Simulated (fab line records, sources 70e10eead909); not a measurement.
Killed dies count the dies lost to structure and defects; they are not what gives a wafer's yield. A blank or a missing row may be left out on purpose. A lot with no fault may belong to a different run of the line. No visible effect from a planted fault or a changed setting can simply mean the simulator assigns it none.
Which tool was responsible? / flow nand harc / 18 wafers from 6 lots sampled at 5 of the route's 1302 steps

WHAT EACH GAUGE READ, for each wafer
NHARC_END_SORT_01.
lot=L991; measured=day 25 04:16; on=prober-02; killed open=5 3 4
lot=L993; measured=day 25 17:46; on=prober-01; killed open=1 0 3
lot=L995; measured=day 27 21:47; on=prober-02; killed open=2 4 2
lot=L107; measured=day 31 23:44; on=prober-01; killed open=5 2 5
lot=L109; measured=day 32 21:01; on=prober-02; killed open=4 6 2
lot=L112; measured=day 33 04:50; on=prober-02; killed open=2 2 3

EACH LOT AND THE TOOL THAT RAN IT (in order: tool; ch and the chambers of the sampled wafers; start)
lot=L991; NHARC_P_GATE_RTA_82=rtp anneal-01 ch 0, day 6 13:02; NHARC_P_CONTACT_DEP_30=pecvd-03 ch 1,2, day 6 13:20; NHARC_P_CONTACT_EXPOSE_09=arfi scanner-03 ch 0, day 6 14:34; NHARC_P_CONTACT_ETCH_35=rie diel-12 ch 0,1,2, day 6 14:59
lot=L993; NHARC_P_GATE_RTA_82=rtp anneal-01 ch 0, day 7 14:10; NHARC_P_CONTACT_DEP_30=pecvd-03 ch 0,2, day 7 14:28; NHARC_P_CONTACT_EXPOSE_09=arfi scanner-01 ch 0, day 7 15:50; NHARC_P_CONTACT_ETCH_35=rie diel-12 ch 1,3, day 7 16:15
lot=L995; NHARC_P_GATE_RTA_82=rtp anneal-01 ch 0, day 8 07:11; NHARC_P_CONTACT_DEP_30=pecvd-04 ch 0,1,2, day 8 07:26; NHARC_P_CONTACT_EXPOSE_09=arfi scanner-03 ch 0, day 8 08:50; NHARC_P_CONTACT_ETCH_35=rie diel-12 ch 0,1, day 8 09:15
lot=L107; NHARC_P_GATE_RTA_82=rtp anneal-01 ch 0, day 13 06:19; NHARC_P_CONTACT_DEP_30=pecvd-01 ch 0,1,2, day 13 06:35; NHARC_P_CONTACT_EXPOSE_09=arfi scanner-01 ch 0, day 13 07:57; NHARC_P_CONTACT_ETCH_35=rie diel-02 ch 0,1,3, day 13 08:22
lot=L109; NHARC_P_GATE_RTA_82=rtp anneal-01 ch 0, day 13 23:44; NHARC_P_CONTACT_DEP_30=pecvd-03 ch 0,1,2, day 14 00:08; NHARC_P_CONTACT_EXPOSE_09=arfi scanner-01 ch 0, day 14 01:32; NHARC_P_CONTACT_ETCH_35=rie diel-02 ch 1,2,3, day 14 01:57
lot=L112; NHARC_P_GATE_RTA_82=rtp anneal-01 ch 0, day 15 05:50; NHARC_P_CONTACT_DEP_30=pecvd-01 ch 0,2, day 15 06:07; NHARC_P_CONTACT_EXPOSE_09=arfi scanner-02 ch 0, day 15 07:31; NHARC_P_CONTACT_ETCH_35=rie diel-09 ch 1,2,3, day 15 07:56
- NHARC_P_GATE_RTA_82: time 30 s.
- NHARC_P_CONTACT_DEP_30: deposits SiNx, target thk 30 nm.
- NHARC_P_CONTACT_EXPOSE_09: exposes mask P CA, target cd 90 nm.
- NHARC_P_CONTACT_ETCH_35: etches the open film in CF4, target depth 39 nm, time 65 s.

THE ANSWER, worked out from the rows above alone
Rule: what is usual is taken from the lots themselves. The widest of any qualifying gaps counts: lots, ordered by their means at a reading, are off when they make up no more than a third of the lots, leave a main group of 4 or more, and stand apart from it by 3 or more times the standard deviation of that group's means. The tables above print the reading to a certain number of digits; a main group whose means all agree to those digits is not used. A lot without any number at a reading at which 4 lots or more have one is off too. All remaining lots with rows at the step are treated as sound.
No lot is off on any of the readings shown, so nothing can be concluded from this.

WHAT THE SIMULATOR HAD PUT IN
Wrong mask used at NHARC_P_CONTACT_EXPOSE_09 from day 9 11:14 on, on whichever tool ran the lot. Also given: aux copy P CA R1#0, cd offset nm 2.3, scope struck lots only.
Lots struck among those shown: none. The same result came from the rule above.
